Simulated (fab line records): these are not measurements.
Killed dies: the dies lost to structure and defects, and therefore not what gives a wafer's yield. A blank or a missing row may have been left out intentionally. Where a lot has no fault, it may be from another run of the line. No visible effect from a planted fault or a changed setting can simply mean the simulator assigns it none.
Lot-split experiment -- flow n5Finfet -- route with 1938 steps; 7 lots, 21 wafers read

## SPLIT DETAILS
At N5_WELL_APT_COAT_02 (resist thk 950 nm), the setting spinRpm was moved away from the recipe's 1357 rpm on 4 of the 21 wafers read, by -7.2% to +3.8%. For the rest of the wafers, this setting stayed at what the recipe calls for.

The split's own step is where the reading is taken.

## THE READING
coat_of_WELL_APT_COAT_02.thkNm (the simulator's own value, which no gauge read), in nm, at N5_WELL_APT_COAT_02 (resist thk 950 nm). The file gives no usual value for it. Here, 17 wafers ran the recipe; their average is 950.8 nm with a standard deviation of 3 nm.

wafer,"tool, chamber at the split","spinRpm as run, rpm",against the recipe,"coat_of_WELL_APT_COAT_02.thkNm, nm",against lot-mates on the recipe
L076.1,"lithoTrack-04, 0",1357,recipe,950.8,-
L076.2,"lithoTrack-04, 0",1357,recipe,952,-
L076.6,"lithoTrack-04, 0",1357,recipe,957.2,-
L082.2,"lithoTrack-01, 0",1357,recipe,949.5,-
L082.3,"lithoTrack-01, 0",1357,recipe,949.5,-
L082.4,"lithoTrack-01, 0",1357,recipe,949,-
L087.2,"lithoTrack-04, 0",1357,recipe,952.2,-
L087.3,"lithoTrack-04, 0",1357,recipe,952.1,-
L087.6,"lithoTrack-04, 0",1271,-6.3%,982.9,+30.7
L089.2,"lithoTrack-01, 0",1357,recipe,949.6,-
L089.3,"lithoTrack-01, 0",1357,recipe,947.8,-
L089.5,"lithoTrack-01, 0",1357,recipe,948.5,-
L092.1,"lithoTrack-01, 0",1357,recipe,950.7,-
L092.3,"lithoTrack-01, 0",1357,recipe,953.7,-
L092.6,"lithoTrack-01, 0",1259,-7.2%,986.7,+34.5
L094.1,"lithoTrack-01, 0",1357,recipe,948.3,-
L094.3,"lithoTrack-01, 0",1357,recipe,946.7,-
L094.4,"lithoTrack-01, 0",1357,recipe,947.8,-
L097.1,"lithoTrack-04, 0",1357,recipe,957.8,-
L097.3,"lithoTrack-04, 0",1409,+3.8%,936,-21.8
L097.5,"lithoTrack-04, 0",1409,+3.8%,937.7,-20.1

THE FIT
A straight line over all 21 wafers: coat_of_WELL_APT_COAT_02.thkNm changes by -4.65 nm for each +1% of spinRpm; r = -0.96; the points scatter about the line by 3.2 nm.
The same after taking each lot's own level away (the mean of its wafers on the recipe; 21 wafers): -4.98 nm for each +1%; r = -0.99; scatter 1.5 nm.
On that fit, the largest move of spinRpm shifts the reading by 36 nm.
The lots' own levels span 947.60 to 957.80 nm, that is 3.3 times the standard deviation above.
The two slopes agree, so the slope changes little with the lot-to-lot level.
Check: with one of the wafers moved furthest among these (-7.2%) left out of the fit, the line predicts +36.7 nm for it against its lot-mates. It came out at +34.5 nm against them.

## THE FILE'S OWN FIT
coat_of_WELL_APT_COAT_02.thkNm changes by -4.9 nm for each +1% of spinRpm, r = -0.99.
